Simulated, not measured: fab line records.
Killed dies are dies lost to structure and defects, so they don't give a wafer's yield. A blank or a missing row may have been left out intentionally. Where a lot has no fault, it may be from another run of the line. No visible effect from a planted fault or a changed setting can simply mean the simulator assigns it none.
fab line records	flow n5_finfet
record lots=7	wafers=21
route steps=1938 shown BEOL_M4@1027 BEOL_M5@1116 BEOL_M6@1212 BEOL_M7@1289 BEOL_M8@1335
start_h: hours from the record's first day to the start of the lot's first wafer shown	wait_h: hours from the lot's prior step to this one	" same as the row above	L1.1+2: a row that stands for several wafers	- either no value or no given start	* or withheld: withheld	< > ~ a bound
route shown NAME@n: a module of which the file shows steps, and the number in the route of the first	usual: the fault-free wafers' mean and standard deviation	same: alike in all rows	chamber/n: place in a boat	sites: each site's reading	_std_site: standard deviation of those values	_edge_site: inner sites' mean taken away from outer sites' mean	radius_mm: for every site, how far away it sits from the centre of the wafer	mask NAME#n: copy n	behind: the most recent tool/chamber to have shaped the wafer	hold: why the lot was held/for how many hours/how that ended	device: whichever transistor did not switch (one of n, p or np)	end of line: the same wafers' tests at the end of the route	for a step that has no rows: nothing shown but its recipe	killed: count of dies lost to structure and defects at first sort (not the wafer's yield)	map: the dies of a wafer, with x for killed, . for not killed, _ for no die there
set.NAME: the run value of the setting; set.NAME@STEP: its run value at that earlier step	model.NAME: the simulator's own value behind a step, which no gauge read
lots where settings were altered on purpose, with a table for each step and a row for each wafer
## steps
# step N5_BEOL_M4_COAT_73
# recipe resist=underlayer	temp_c=205	time_s=60	spin_rpm=1500	resist_thk_nm=5
lot.wafer	tool	chamber	start_h	wait_h	set.spin_rpm
L076.1	litho_track-04	0	-	-	1500
L076.3+6	"	0	"	"	1401
L077.3+4	litho_track-03	0	-	-	1500
L077.6	"	0	"	"	1659
L078.2+4+5	litho_track-04	0	-	-	1500
L081.3+4+6	litho_track-03	0	-	-	1500
L091.2+3+6	litho_track-02	0	-	-	1500
L093.2	litho_track-03	0	-	-	1500
L093.4+5	"	0	"	"	1344
L095.3+4	litho_track-04	0	-	-	1406
L095.5	"	0	"	"	1500
# step N5_BEOL_M4_COAT_05
# recipe resist=CAR-EUV	spin_rpm=1500	resist_thk_nm=30
# step N5_BEOL_M4_EBR_07
# recipe solvent=PGMEA	ebr_width_mm=1.5
# step N5_BEOL_M4_DESCUM_16
# recipe chemistry=O2	time_s=7	source_power_w=50	bias_power_w=20	pressure_mtorr=20	rf_frequency_hz=2.712e+07	temp_c=40	resist=CAR-EUV	o2_flow_sccm=225
# step N5_BEOL_M4_ETCH_74
# recipe chemistry=N2/H2	target=underlayer	target_depth_a=65	mask_material=CAR-EUV	time_s=5.2	ion_energy_ev=200	pressure_mtorr=30	source_w=840	bias_w=150	n2_flow_sccm=200	h2_flow_sccm=200	ends=cleared
lot.wafer	tool	chamber	start_h	wait_h	set.spin_rpm@BEOL_M4_COAT_73	model.CAR-EUV_of_BEOL_M4_COAT_05.thk_nm	model.etch.depth_nm
L076.1	rie_diel-03	1	197.72	0.0	1500	20.2	5.014
L076.3	"	2	"	"	1401	20.2	5.207
L076.6	"	1	"	"	1401	20.2	5.192
L077.3	rie_diel-03	2	198.54	0.0	1500	20.2	4.994
L077.4	"	0	"	"	1500	20.2	5.005
L077.6	"	1	"	"	1659	20.6	4.754
L078.2	rie_diel-01	3	201.62	0.0	1500	20.4	5.006
L078.4	"	0	"	"	1500	20.4	5.013
L078.5	"	1	"	"	1500	20.4	5.001
L081.3+4	rie_diel-03	2,1	223.52	0.0	1500	20.4	5.003
L081.6	"	2	"	"	1500	20.4	4.994
L091.2	rie_diel-03	1	273.82	0.0	1500	20.4	5.021
L091.3	"	2	"	"	1500	20.4	5.015
L091.6	"	0	"	"	1500	20.4	5.013
L093.2	rie_diel-05	2	297.53	0.0	1500	20.2	4.991
L093.4+5	"	0,3	"	"	1344	20	5.282
L095.3+4	rie_diel-01	2,0	311.12	0.0	1406	20.2	5.164
L095.5	"	1	"	"	1500	20.4	5.007
# step N5_BEOL_M4_ETCH_63
# recipe chemistry=CF4	target=SiARC	target_depth_a=156	mask_material=CAR-EUV	time_s=26	ion_energy_ev=80	pressure_mtorr=40	source_w=545	bias_w=36	Ar_flow_sccm=100	cf4_flow_sccm=100	ends=cleared
# step N5_BEOL_M4_ETCH_64
# recipe chemistry=N2/H2	target=SOC	target_depth_a=750	overetch_a=225	mask_material=SiARC	temp_c=40	time_s=121.9	ion_energy_ev=200	pressure_mtorr=30	source_w=840	bias_w=150	n2_flow_sccm=200	h2_flow_sccm=200
# step N5_BEOL_M4_STRIP_75
# recipe chemistry=N2/H2	temp_c=40	n2_flow_sccm=200	h2_flow_sccm=200	rf_frequency_hz=6e+07
# step N5_BEOL_M4_STRIP_66
# recipe chemistry=CF4	resist=SiARC	power_w=300	bias_power_w=75	pressure_mtorr=50	cf4_flow_sccm=150	rf_frequency_hz=6e+07
# step N5_BEOL_M4_HM_OPEN_17
# recipe chemistry=Cl2/BCl3	target_depth_a=200	overetch_a=60	target=TiN	mask_material=SOC	ion_energy_ev=150	pressure_mtorr=10	icp_w=1000	bias_w=126	Cl2_flow_sccm=53.25	bcl3_flow_sccm=21.75	Ar_flow_sccm=25
lot.wafer	tool	chamber	start_h	wait_h	set.target_thk_a@BEOL_M4_HM_DEP_02	model.etch.depth_nm
L076.1	rie_metal-01	1	197.94	0.0	219.6	21.95
L076.3	"	0	"	"	219.6	21.85
L076.6	"	1	"	"	219.6	21.91
L077.3	rie_metal-03	1	198.79	0.1	176.1	17.49
L077.4	"	0	"	"	200	19.75
L077.6	"	1	"	"	176.1	17.84
L078.2	rie_metal-03	0	201.84	0.0	200	20.37
L078.4	"	1	"	"	200	20.53
L078.5	"	0	"	"	200	20.22
L081.3	rie_metal-02	0	223.77	0.1	174.9	17.75
L081.4	"	1	"	"	200	20.07
L081.6	"	0	"	"	174.9	17.7
L091.2	rie_metal-02	1	274.05	0.0	192	18.93
L091.3	"	1	"	"	200	19.35
L091.6	"	1	"	"	192	18.82
L093.2	rie_metal-01	0	297.74	0.0	189	18.88
L093.4	"	0	"	"	189	19.02
L093.5	"	0	"	"	200	19.9
L095.3	rie_metal-03	1	311.44	0.1	211.4	20.71
L095.4	"	1	"	"	211.4	21.05
L095.5	"	1	"	"	211.4	21.09
# step N5_BEOL_M5_HM_DEP_02
# recipe material=TiN	target_thk_a=200	temp_c=25	chamber_pressure_pa=0.49996
lot.wafer	tool	chamber	start_h	wait_h	set.target_thk_a	model.TiN_of_BEOL_M5_HM_DEP_02.thk_nm
L076.1	pvd_sputter-03	-	212.93	0.2	200	19.8
L076.3	"	-	"	"	208.2	20.8
L076.6	"	-	"	"	208.2	20.6
L077.3	pvd_sputter-02	-	221.39	2.5	200	19.8
L077.4	"	-	"	"	200	20.2
L077.6	"	-	"	"	200	20
L078.2+4	pvd_sputter-03	-	232.02	1.3	200	19.8
L078.5	"	-	"	"	200	20
L081.3+6	pvd_sputter-03	-	244.92	0.3	200	19.8
L081.4	"	-	"	"	208.2	20.8
L091.2	pvd_sputter-01	-	310.84	1.1	200	19.8
L091.3+6	"	-	"	"	221.4	21.8
L093.2+5	pvd_sputter-01	-	320.81	3.5	200	20.2
L093.4	"	-	"	"	200	20.4
L095.3	pvd_sputter-01	-	324.55	0.8	200	19.8
L095.4	"	-	"	"	184	18.2
L095.5	"	-	"	"	184	18.4
# step N5_BEOL_M5_COAT_60
# recipe resist=SiARC	temp_c=220	time_s=60	spin_rpm=1500	resist_thk_nm=12
lot.wafer	tool	chamber	start_h	wait_h	set.spin_rpm	model.SiARC_of_BEOL_M5_COAT_60.thk_nm
L076.1+6	litho_track-05	0	-	-	1500	12
L076.3	"	0	"	"	1583	11.6
L077.3+6	litho_track-04	0	-	-	1500	12
L077.4	"	0	"	"	1611	11.6
L078.2+4+5	litho_track-04	0	-	-	1500	12
L081.3+4	litho_track-04	0	-	-	1500	12
L081.6	"	0	"	"	1359	12.6
L091.2+3+6	litho_track-05	0	-	-	1500	12
L093.2	litho_track-05	0	-	-	1410	12.4
L093.4+5	"	0	"	"	1500	12
L095.3	litho_track-04	0	-	-	1405	12.4
L095.4+5	"	0	"	"	1500	12
# step N5_BEOL_M5_COAT_71
# recipe resist=underlayer	temp_c=205	time_s=60	spin_rpm=1500	resist_thk_nm=5
# step N5_BEOL_M5_COAT_05
# recipe resist=CAR-EUV	spin_rpm=1500	resist_thk_nm=30
# step N5_BEOL_M5_DESCUM_16
# recipe chemistry=O2	time_s=7	source_power_w=50	bias_power_w=20	pressure_mtorr=20	rf_frequency_hz=2.712e+07	temp_c=40	resist=CAR-EUV	o2_flow_sccm=225
# step N5_BEOL_M5_ETCH_72
# recipe chemistry=N2/H2	target=underlayer	target_depth_a=65	mask_material=CAR-EUV	time_s=5.2	ion_energy_ev=200	pressure_mtorr=30	source_w=840	bias_w=150	n2_flow_sccm=200	h2_flow_sccm=200	ends=cleared
# step N5_BEOL_M5_ETCH_61
# recipe chemistry=CF4	target=SiARC	target_depth_a=156	mask_material=CAR-EUV	time_s=26	ion_energy_ev=80	pressure_mtorr=40	source_w=545	bias_w=36	Ar_flow_sccm=100	cf4_flow_sccm=100	ends=cleared
lot.wafer	tool	chamber	start_h	wait_h	set.spin_rpm@BEOL_M5_COAT_60	model.etch.depth_nm
L076.1	rie_diel-04	3	213.64	0.0	1500	12.01
L076.3	"	1	"	"	1583	11.69
L076.6	"	0	"	"	1500	12.03
L077.3+6	rie_diel-06	2,3	223.58	0.0	1500	12.08
L077.4	"	3	"	"	1611	11.64
L078.2+4	rie_diel-04	2,3	232.59	0.0	1500	12.06
L078.5	"	0	"	"	1500	12.09
L081.3	rie_diel-06	2	245.61	0.0	1500	12.07
L081.4	"	1	"	"	1500	12.09
L081.6	"	2	"	"	1359	12.7
L091.2	rie_diel-02	3	311.41	0.0	1500	11.96
L091.3	"	1	"	"	1500	11.99
L091.6	"	2	"	"	1500	11.95
L093.2	rie_diel-06	1	321.77	0.0	1410	12.38
L093.4	"	3	"	"	1500	12.04
L093.5	"	2	"	"	1500	12.01
L095.3	rie_diel-04	2	325.33	0.0	1405	12.48
L095.4	"	1	"	"	1500	12.07
L095.5	"	0	"	"	1500	12.02
# step N5_BEOL_M5_ETCH_62
# recipe chemistry=N2/H2	target=SOC	target_depth_a=750	overetch_a=150	mask_material=SiARC	temp_c=40	time_s=112.5	ion_energy_ev=200	pressure_mtorr=30	source_w=840	bias_w=150	n2_flow_sccm=200	h2_flow_sccm=200
# step N5_BEOL_M5_STRIP_63
# recipe chemistry=N2/H2	temp_c=40	n2_flow_sccm=200	h2_flow_sccm=200	rf_frequency_hz=6e+07
# step N5_BEOL_M5_STRIP_73
# recipe chemistry=N2/H2	temp_c=40	n2_flow_sccm=200	h2_flow_sccm=200	rf_frequency_hz=6e+07
# step N5_BEOL_M5_STRIP_64
# recipe chemistry=CF4	resist=SiARC	power_w=300	bias_power_w=75	pressure_mtorr=50	cf4_flow_sccm=150	rf_frequency_hz=6e+07
# step N5_BEOL_M5_HM_OPEN_17
# recipe chemistry=Cl2/BCl3	target_depth_a=200	overetch_a=60	target=TiN	mask_material=SOC	ion_energy_ev=150	pressure_mtorr=10	icp_w=1000	bias_w=126	Cl2_flow_sccm=53.25	bcl3_flow_sccm=21.75	Ar_flow_sccm=25
lot.wafer	tool	chamber	start_h	wait_h	set.target_thk_a@BEOL_M5_HM_DEP_02	model.etch.depth_nm
L076.1	rie_metal-02	1	213.84	0.0	200	19.76
L076.3	"	1	"	"	208.2	20.79
L076.6	"	1	"	"	208.2	20.5
L077.3	rie_metal-03	1	223.82	0.1	200	19.87
L077.4	"	0	"	"	200	20.1
L077.6	"	1	"	"	200	19.94
L078.2	rie_metal-01	0	232.78	0.0	200	19.85
L078.4	"	1	"	"	200	19.83
L078.5	"	1	"	"	200	20.07
L081.3	rie_metal-02	0	245.84	0.1	200	19.88
L081.4	"	1	"	"	208.2	20.81
L081.6	"	1	"	"	200	19.85
L091.2	rie_metal-01	0	311.61	0.0	200	19.73
L091.3	"	0	"	"	221.4	21.89
L091.6	"	0	"	"	221.4	21.73
L093.2+5	rie_metal-02	1	322.13	0.2	200	20.16
L093.4	"	1	"	"	200	20.4
L095.3	rie_metal-01	1	325.55	0.1	200	19.88
L095.4	"	0	"	"	184	18.14
L095.5	"	1	"	"	184	18.4
# step N5_BEOL_M5_STRIP_19
# recipe chemistry=O2	power_w=400	temp_c=40	pressure_mtorr=30	rf_frequency_hz=6e+07	bias_power_w=0	overash_fraction=0.2	o2_flow_sccm=225
# step N5_BEOL_M5_STRIP_85
# recipe chemistry=C4F6/O2	resist=SiARC	rf_frequency_hz=6e+07
# step N5_BEOL_M5_STRIP_36
# recipe chemistry=N2/H2	power_w=450	temp_c=40	pressure_mtorr=20	rf_frequency_hz=6e+07	overash_fraction=0.3	bias_power_w=7	h2_frac=0.5	n2_flow_sccm=200	h2_flow_sccm=200
# step N5_BEOL_M5_TRENCH_ETCH_37
# recipe chemistry=C4F6/O2	target_depth_a=716.52	target=SiCOH_lowk	time_s=24.7	ion_energy_ev=250	pressure_mtorr=30	source_w=345	bias_w=185	Ar_flow_sccm=300	C4F6_flow_sccm=10	O2_flow_sccm=10
lot.wafer	tool	chamber	start_h	wait_h	set.target_thk_a@BEOL_M5_HM_DEP_02	model.TiN_of_BEOL_M5_HM_DEP_02.thk_nm
L076.1	rie_diel-06	1	-	-	200	17.8
L076.3	"	3	"	"	208.2	18.8
L076.6	"	3	"	"	208.2	18.4
L077.3+6	rie_diel-06	2,1	-	-	200	17.8
L077.4	"	3	"	"	200	18
L078.2	rie_diel-02	2	-	-	200	17.8
L078.4	"	0	"	"	200	17.6
L078.5	"	2	"	"	200	18
L081.3+6	rie_diel-06	1	-	-	200	17.8
L081.4	"	3	"	"	208.2	18.8
L091.2	rie_diel-06	3	-	-	200	17.6
L091.3	"	0	"	"	221.4	19.8
L091.6	"	3	"	"	221.4	19.6
L093.2+5	rie_diel-04	0,3	-	-	200	18
L093.4	"	2	"	"	200	18.4
L095.3	rie_diel-04	0	-	-	200	17.8
L095.4	"	3	"	"	184	16
L095.5	"	0	"	"	184	16.2
# step N5_BEOL_M6_ETCH_62
# recipe chemistry=N2/H2	target=SOC	target_depth_a=1100	overetch_a=220	mask_material=SiARC	temp_c=40	time_s=165	ion_energy_ev=200	pressure_mtorr=30	source_w=840	bias_w=150	n2_flow_sccm=200	h2_flow_sccm=200
# usual rf_vpp_V=524/3.5
lot.wafer	tool	chamber	start_h	wait_h	set.bias_w	rf_vpp_V	model.SiARC_of_BEOL_M6_COAT_60.thk_nm
L076.1	rie_diel-05	1	225.62	0.0	127.9	472	30
L076.3	"	2	"	"	150	528	28.4
L076.6	"	1	"	"	150	523	28.6
L077.3	rie_diel-03	0	236.43	0.0	150	528	28
L077.4	"	1	"	"	150	530	27.8
L077.6	"	0	"	"	150	529	28.2
L078.2	rie_diel-05	3	245.92	0.0	150	526	27.8
L078.4	"	0	"	"	150	518	28.4
L078.5	"	3	"	"	150	526	27.8
L081.3	rie_diel-01	0	256.94	0.0	127.6	473	29.6
L081.4	"	2	"	"	127.6	472	29.2
L081.6	"	3	"	"	150	529	28
L091.2	rie_diel-03	2	325.16	0.0	129.8	480	29.6
L091.3	"	3	"	"	129.8	477	29.2
L091.6	"	3	"	"	150	523	28
L093.2	rie_diel-01	1	335.38	0.0	150	522	28
L093.4	"	3	"	"	150	528	27.8
L093.5	"	2	"	"	173.1	571	26.6
L095.3	rie_diel-05	1	339.42	0.0	123.3	461	30.2
L095.4	"	3	"	"	123.3	464	29.6
L095.5	"	2	"	"	150	527	28.6
# step N5_BEOL_M6_COAT_22
# recipe resist=CAR-EUV	spin_rpm=1500	resist_thk_nm=30
lot.wafer	tool	chamber	start_h	wait_h	set.spin_rpm	model.CAR-EUV_of_BEOL_M6_COAT_22.thk_nm
L076.1+6	litho_track-03	0	-	-	1500	29.8
L076.3	"	0	"	"	1500	30
L077.3	litho_track-03	0	-	-	1615	28.8
L077.4+6	"	0	"	"	1500	29.8
L078.2	litho_track-05	0	-	-	1500	30
L078.4+5	"	0	"	"	1500	29.8
L081.3	litho_track-05	0	-	-	1500	29.8
L081.4+6	"	0	"	"	1500	30
L091.2+6	litho_track-03	0	-	-	1500	29.8
L091.3	"	0	"	"	1500	30
L093.2+5	litho_track-05	0	-	-	1578	29.2
L093.4	"	0	"	"	1500	30
L095.3	litho_track-02	0	-	-	1500	30
L095.4	"	0	"	"	1619	29
L095.5	"	0	"	"	1500	30.2
# step N5_BEOL_M6_EBR_24
# recipe solvent=PGMEA	ebr_width_mm=1.5
# step N5_BEOL_M6_SOFTBAKE_23
# recipe temp_c=110	time_s=60	resist=CAR-EUV
# step N5_BEOL_M6_EXPOSE_25
# recipe mask_id=V5	na=0.33	source_shape=annular	sigma_inner=0.4	sigma_outer=0.8	polarization=unpolarized	target_cd_nm=40	dose_mj=45
# step N5_BEOL_M6_PEB_26
# recipe peb_temp_c=100	peb_time_s=60	resist=CAR-EUV
# step N5_BEOL_M6_DEVELOP_27
# recipe develop_time_s=30	developer=TMAH	resist=CAR-EUV	rinse_liquid=surfactant_rinse	dry=air_spin	dev_temp_c=23
lot.wafer	tool	chamber	start_h	wait_h	set.spin_rpm@BEOL_M6_COAT_22	model.CAR-EUV_of_BEOL_M6_COAT_22.thk_nm
L076.1+3+6	litho_track-02	0	-	-	1500	29.4
L077.3	litho_track-03	0	-	-	1615	28.2
L077.4+6	"	0	"	"	1500	29.4
L078.2+4+5	litho_track-03	0	-	-	1500	29.4
L081.3+4	litho_track-05	0	-	-	1500	29.4
L081.6	"	0	"	"	1500	29.6
L091.2+3+6	litho_track-05	0	-	-	1500	29.4
L093.2	litho_track-05	0	-	-	1578	28.6
L093.4	"	0	"	"	1500	29.6
L093.5	"	0	"	"	1578	28.8
L095.3+5	litho_track-02	0	-	-	1500	29.6
L095.4	"	0	"	"	1619	28.6
# step N5_BEOL_M7_COAT_71
# recipe resist=underlayer	temp_c=205	time_s=60	spin_rpm=1500	resist_thk_nm=5
lot.wafer	tool	chamber	start_h	wait_h	set.spin_rpm
L076.1+3	litho_track-04	0	-	-	1437
L076.6	"	0	"	"	1500
L077.3	litho_track-04	0	-	-	1500
L077.4+6	"	0	"	"	1602
L078.2+4+5	litho_track-01	0	-	-	1500
L081.3+6	litho_track-01	0	-	-	1571
L081.4	"	0	"	"	1500
L091.2	litho_track-01	0	-	-	1416
L091.3+6	"	0	"	"	1500
L093.2+4	litho_track-01	0	-	-	1500
L093.5	"	0	"	"	1620
L095.3	litho_track-01	0	-	-	1383
L095.4+5	"	0	"	"	1500
# step N5_BEOL_M7_COAT_22
# recipe resist=CAR-EUV	spin_rpm=1500	resist_thk_nm=30
# step N5_BEOL_M7_EBR_24
# recipe solvent=PGMEA	ebr_width_mm=1.5
# step N5_BEOL_M7_DESCUM_33
# recipe chemistry=O2	time_s=7	source_power_w=50	bias_power_w=20	pressure_mtorr=20	rf_frequency_hz=2.712e+07	temp_c=40	resist=CAR-EUV	o2_flow_sccm=225
# step N5_BEOL_M7_ETCH_72
# recipe chemistry=N2/H2	target=underlayer	target_depth_a=65	mask_material=CAR-EUV	time_s=5.2	ion_energy_ev=200	pressure_mtorr=30	source_w=840	bias_w=150	n2_flow_sccm=200	h2_flow_sccm=200	ends=cleared
lot.wafer	tool	chamber	start_h	wait_h	set.spin_rpm@BEOL_M7_COAT_71	model.etch.depth_nm
L076.1	rie_diel-06	3	235.78	0.0	1437	5.124
L076.3	"	2	"	"	1437	5.139
L076.6	"	0	"	"	1500	5.018
L077.3	rie_diel-06	3	245.82	0.0	1500	5.013
L077.4	"	1	"	"	1602	4.848
L077.6	"	3	"	"	1602	4.844
L078.2	rie_diel-02	2	255.24	0.0	1500	5.001
L078.4	"	3	"	"	1500	5.014
L078.5	"	1	"	"	1500	5.017
L081.3	rie_diel-06	1	268.50	0.0	1571	4.893
L081.4	"	3	"	"	1500	5.005
L081.6	"	3	"	"	1571	4.873
L091.2	rie_diel-04	0	339.06	0.0	1416	5.141
L091.3	"	1	"	"	1500	5.008
L091.6	"	1	"	"	1500	5.004
L093.2	rie_diel-06	3	347.37	0.0	1500	5.018
L093.4	"	1	"	"	1500	5.014
L093.5	"	3	"	"	1620	4.829
L095.3	rie_diel-06	2	349.48	0.0	1383	5.233
L095.4	"	1	"	"	1500	5.02
L095.5	"	0	"	"	1500	5.011
# step N5_BEOL_M8_PECVD_70
# recipe material=SiO2	target_thk_a=200	temp_c=400	precursor=TEOS/O2	pressure_torr=5.5	rf_w=450	teos_flow_sccm=53.8	gas=O2	flow_sccm=3000	time_s=22.7
lot.wafer	tool	chamber	start_h	wait_h	set.temp_c	model.SiO2_of_BEOL_M8_PECVD_70.thk_nm
L076.1	pecvd-03	1	241.05	0.0	400	20
L076.3	"	2	"	"	400	20.6
L076.6	"	2	"	"	400	20.8
L077.3	pecvd-02	0	250.21	0.0	400	19.8
L077.4+6	"	0,1	"	"	400	20
L078.2	pecvd-04	0	259.41	0.0	400	20
L078.4+5	"	0,1	"	"	400	20.4
L081.3	pecvd-04	0	271.91	0.0	385.5	21.2
L081.4	"	1	"	"	385.5	21.8
L081.6	"	0	"	"	400	20
L091.2	pecvd-04	0	343.59	0.0	392.7	21.4
L091.3+6	"	1,0	"	"	400	20.2
L093.2	pecvd-04	0	352.50	0.0	400	19.6
L093.4+5	"	2,0	"	"	405.2	19
L095.3	pecvd-02	0	353.38	0.0	400	19.8
L095.4+5	"	2,1	"	"	400	20.2
## key
split step=N5_BEOL_M4_COAT_73	setting=spin_rpm	stated=1500	by=wafer
response step=N5_BEOL_M4_ETCH_74	reading=model.CAR-EUV_of_BEOL_M4_COAT_05.thk_nm	shape=bent	at_lowest=20	at_stated=20.34	at_highest=20.6
response step=N5_BEOL_M4_ETCH_74	reading=model.etch.depth_nm	change=-0.0258	per=1%	r=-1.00
split step=N5_BEOL_M5_HM_DEP_02	setting=target_thk_a	stated=200	by=wafer
response step=N5_BEOL_M5_HM_DEP_02	reading=model.TiN_of_BEOL_M5_HM_DEP_02.thk_nm	change=+0.194	per=1%	r=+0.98
response step=N5_BEOL_M5_HM_OPEN_17	reading=model.etch.depth_nm	change=+0.201	per=1%	r=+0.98
response step=N5_BEOL_M5_TRENCH_ETCH_37	reading=model.TiN_of_BEOL_M5_HM_DEP_02.thk_nm	change=+0.205	per=1%	r=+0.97
split step=N5_BEOL_M5_COAT_60	setting=spin_rpm	stated=1500	by=wafer
response step=N5_BEOL_M5_COAT_60	reading=model.SiARC_of_BEOL_M5_COAT_60.thk_nm	change=-0.063	per=1%	r=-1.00
response step=N5_BEOL_M5_ETCH_61	reading=model.etch.depth_nm	change=-0.0633	per=1%	r=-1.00
split step=N5_BEOL_M6_ETCH_62	setting=bias_w	stated=150	by=wafer
response step=N5_BEOL_M6_ETCH_62	reading=rf_vpp_V	change=+3.5	per=1%	r=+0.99
response step=N5_BEOL_M6_ETCH_62	reading=model.SiARC_of_BEOL_M6_COAT_60.thk_nm	change=-0.0893	per=1%	r=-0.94
split step=N5_BEOL_M6_COAT_22	setting=spin_rpm	stated=1500	by=wafer
response step=N5_BEOL_M6_COAT_22	reading=model.CAR-EUV_of_BEOL_M6_COAT_22.thk_nm	change=-0.138	per=1%	r=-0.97
response step=N5_BEOL_M6_DEVELOP_27	reading=model.CAR-EUV_of_BEOL_M6_COAT_22.thk_nm	change=-0.147	per=1%	r=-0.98
split step=N5_BEOL_M7_COAT_71	setting=spin_rpm	stated=1500	by=wafer
response step=N5_BEOL_M7_ETCH_72	reading=model.etch.depth_nm	change=-0.0253	per=1%	r=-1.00
split step=N5_BEOL_M8_PECVD_70	setting=temp_c	stated=400	by=wafer
response step=N5_BEOL_M8_PECVD_70	reading=model.SiO2_of_BEOL_M8_PECVD_70.thk_nm	change=-0.463	per=1%	r=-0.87
split outside_this_file step=N5_BEOL_M4_HM_DEP_02 setting=target_thk_a
# split outside_this_file: this setting was split too, and the file shows its column; the key of that split is in another file
